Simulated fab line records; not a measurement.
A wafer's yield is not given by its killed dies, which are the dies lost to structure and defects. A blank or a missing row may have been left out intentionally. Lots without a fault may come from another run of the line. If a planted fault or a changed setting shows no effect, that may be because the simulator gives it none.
A struck lot beside a sound one || flow nand harc || 15 steps out of a route of 1159
Sound: the wafers L448.2, L448.3, L448.5. Struck: wafer L458.4. (L458.5, L458.6 of the same lot were not struck and are left out.) The cause comes at the end.
Order at every step that has rows: each side's tool, ch and its chambers, its first start. Under that, the readings that differ: sound wafers || struck wafers || difference of the means || sigmas: that difference in standard deviations of wafers without a fault.
alike: words and numbers the same on both sides, and readings whose means are apart by under 2 such deviations; not compared: readings that were withheld, readings missing a value for some wafer, numbers with overlapping values and no deviation given by the record, and bounds like >300 which may hide the same value.
The two part at a step that has a row with sigmas, a row that says differs or no value, or rows on one side only. Non-overlapping numbers with no deviation appear without sigmas and do not part them. A reading missing from all wafers of one side parts the sides only when that side holds two or more wafers.

first, 7 steps without rows for these wafers: NHARC_A_BONDPAD_COAT_33 (time 65 s); NHARC_A_BONDPAD_COAT_03 (resist thk 600 nm); NHARC_A_BONDPAD_SOFTBAKE_04 (time 70 s); NHARC_A_BONDPAD_EBR_05; NHARC_A_BONDPAD_EXPOSE_06 (exposes mask A BPAD); NHARC_A_BONDPAD_PEB_07 (peb time 80 s); NHARC_A_BONDPAD_DEVELOP_08 (time 50 s).
NHARC_A_BONDPAD_CD_MEAS_09: the cd target is 500 nm.
  sound on cd sem-03 ch 0, day 20 08:10; struck on cd sem-02 ch 0, day 22 20:55
  alike: cd nm
NHARC_A_BONDPAD_OVL_MEAS_35:
  sound: overlay-01 at day 20 08:16; struck: overlay-01 at day 22 21:00
  alike: overlay x nm, overlay y nm
then, 1 step without rows for these wafers: NHARC_A_BONDPAD_HARDBAKE_10 (time 65 s).
NHARC_A_BONDPAD_DESCUM_11: chemistry O2, time 3 s.
  sound on rie diel-07 ch 1,2,3, day 20 08:23; struck on rie diel-07 ch 3, day 22 21:07
  alike: drypump motor current A, mfc ar sccm, oes product au, rf vpp V, showerhead plenum p Torr, throttle valve pct
  not compared: rf hours counter h
NHARC_A_BONDPAD_ETCH_34: etches the open film in N2/H2, target depth 60 nm, overetch 18 nm, time 65.91 s.
  sound on rie diel-07 ch 0,3, day 20 08:28; struck on rie diel-07 ch 3, day 22 21:13
  alike: drypump motor current A, mfc ar sccm, oes product au, rf fwd power W, rf vpp V, showerhead plenum p Torr, throttle valve pct
  not compared: rf hours counter h
NHARC_A_BONDPAD_ETCH_12: etches the open film in CHF3/O2, target depth 220 nm, time 110 s.
  sound on rie diel-07 ch 0,1,2, day 20 08:34; struck on rie diel-07 ch 0, day 22 21:19
{"reading": "oes product au (a.u.)", "sound": "0.961 0.961 0.968", "struck": 1.201, "difference": "+0.238", "sigmas": "+11"}
{"reading": "rf fwd power W (W)", "sound": "496.4 497.7 498.8", "struck": 697.0, "difference": "+199.4", "sigmas": "+95"}
  alike: chf3 flow sccm, drypump motor current A, mfc ar sccm, rf vpp V, showerhead plenum p Torr, throttle valve pct
  not compared: rf hours counter h
NHARC_A_BONDPAD_CD_MEAS_13:
  sound: cd sem-03 at day 20 08:42; struck: cd sem-01 at day 22 21:26
  alike: cd nm
NHARC_END_SORT_01:
  sound on prober-02 ch 0, day 21 15:34; struck on prober-02 ch 0, day 24 07:09
{"reading": "killed open", "sound": "10 3 3", "struck": 0, "difference": -5, "sigmas": -3}
  alike: defect limited yield, killed at array, killed at other, killed at periphery, killed dies, killed short, sort_bin_2_pct, sort_bin_3_pct, sort_bin_4_pct, sort n pass, sort rim yield pct, sort yield pct

WHERE THEY PART
Last at NHARC_END_SORT_01 as far as this record goes, first at NHARC_A_BONDPAD_ETCH_12.

WHY: what had been put in by the simulator
rie diel-07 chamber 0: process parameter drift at NHARC_A_BONDPAD_ETCH_12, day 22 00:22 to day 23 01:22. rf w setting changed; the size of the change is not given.
